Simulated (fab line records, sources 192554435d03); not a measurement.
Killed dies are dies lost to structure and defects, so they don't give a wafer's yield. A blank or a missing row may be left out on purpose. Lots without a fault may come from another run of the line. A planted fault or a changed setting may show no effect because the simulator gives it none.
Split-lot experiment | flow n5_finfet | 7 lots, 21 wafers read, on a route of 1938 steps

THE SPLIT
At N5_BEOL_M5_COAT_66 (time 60 s, resist thk 12 nm), the setting spin_rpm was moved away from the recipe's 1500 rpm on 5 of the 21 wafers read, by -3.6% to +6.7%. The other wafers ran this setting at the recipe's value.

FROM THE SPLIT TO THE READING: what the file shows between them, 4 steps
- N5_BEOL_M5_COAT_74: time 60 s, resist thk 5 nm
- N5_BEOL_M5_COAT_22: resist thk 30 nm
- N5_BEOL_M5_DESCUM_33: chemistry O2, time 7 s
- N5_BEOL_M5_ETCH_75: etches underlayer in N2/H2, target depth 6.5 nm, time 5.2 s

THE READING
etch.depth_nm (the simulator's own value, which no gauge read), in nm, at N5_BEOL_M5_ETCH_67 (etches SiARC in CF4, target depth 15.6 nm, time 26 s). The file gives no usual value for it. The 16 wafers here that ran the recipe average 12.05 nm, standard deviation 0.033 nm.

wafer  | tool, chamber at the split | spin_rpm as run, rpm | against the recipe | etch.depth_nm, nm | against lot-mates on the recipe
L076.1 | litho_track-04, 0          | 1500                 | recipe             | 12.02             | -
L076.2 | litho_track-04, 0          | 1500                 | recipe             | 12.05             | -
L076.6 | litho_track-04, 0          | 1500                 | recipe             | 12.06             | -
L080.1 | litho_track-04, 0          | 1500                 | recipe             | 12.05             | -
L080.2 | litho_track-04, 0          | 1500                 | recipe             | 12.08             | -
L080.5 | litho_track-04, 0          | 1500                 | recipe             | 12.06             | -
L074.4 | litho_track-04, 0          | 1446                 | -3.6%              | 12.31             | +0.25
L074.6 | litho_track-04, 0          | 1446                 | -3.6%              | 12.31             | +0.25
L074.5 | litho_track-04, 0          | 1500                 | recipe             | 12.06             | -
L084.2 | litho_track-02, 0          | 1500                 | recipe             | 12.08             | -
L084.3 | litho_track-02, 0          | 1500                 | recipe             | 12.1              | -
L084.6 | litho_track-02, 0          | 1500                 | recipe             | 12.09             | -
L088.1 | litho_track-02, 0          | 1500                 | recipe             | 12.04             | -
L088.2 | litho_track-02, 0          | 1500                 | recipe             | 12.03             | -
L088.5 | litho_track-02, 0          | 1500                 | recipe             | 11.99             | -
L093.1 | litho_track-04, 0          | 1580                 | +5.3%              | 11.72             | -0.27
L093.3 | litho_track-04, 0          | 1500                 | recipe             | 11.99             | -
L093.6 | litho_track-04, 0          | 1580                 | +5.3%              | 11.71             | -0.28
L097.1 | litho_track-03, 0          | 1500                 | recipe             | 12.06             | -
L097.2 | litho_track-03, 0          | 1500                 | recipe             | 12.1              | -
L097.6 | litho_track-03, 0          | 1600                 | +6.7%              | 11.7              | -0.38

THE FIT
A straight line over all 21 wafers: etch.depth_nm changes by -0.0618 nm for each +1% of spin_rpm; r = -0.98; the points scatter about the line by 0.034 nm.
The same after taking each lot's own level away (the mean of its wafers on the recipe; 21 wafers): -0.0577 nm for each +1%; r = -0.99; scatter 0.021 nm.
On that fit, the largest move of spin_rpm shifts the reading by 0.38 nm.
The lots' own levels span 11.990 to 12.090 nm, that is 3.1 times the standard deviation above.
So the lot-to-lot level changes the slope little: the two slopes agree.
Check: with one of the wafers moved furthest among these (+6.7%) left out of the fit, the line predicts -0.376 nm for it against its lot-mates. It came out at -0.38 nm against them.

OTHER SPLITS ON THESE WAFERS
These wafers also went through other splits before the reading. Each is held against what the fit with the lots' levels taken away leaves over:
other split on the same wafers | wafers away from the commonest value | r with etch.depth_nm (lot level and that fit taken away)
N5_BEOL_M2_COAT_22 spin_rpm    | 8                                    | -0.37
N5_BEOL_M2_DESCUM_33 time_s    | 4                                    | +0.21
N5_BEOL_M5_ETCH_62 source_w    | 9                                    | +0.31

THE WHOLE CHAIN: every reading that the file lists as answering this split, in the file's order
step               | what it does                                         | reading                                                                          | change (the file's fit)                                                         | r (the file's)
N5_BEOL_M5_COAT_66 | time 60 s, resist thk 12 nm                          | SiARC_of_BEOL_M5_COAT_66.thk_nm (the simulator's own value, which no gauge read) | not straight: 12.4 at the lowest setting, 12 at the recipe, 11.6 at the highest | not given
N5_BEOL_M5_ETCH_67 | etches SiARC in CF4, target depth 15.6 nm, time 26 s | etch.depth_nm (the simulator's own value, which no gauge read)                   | -0.0566 nm for each +1% of the setting                                          | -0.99

THE FILE'S OWN FIT
etch.depth_nm changes by -0.0566 nm for each +1% of spin_rpm, r = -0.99.
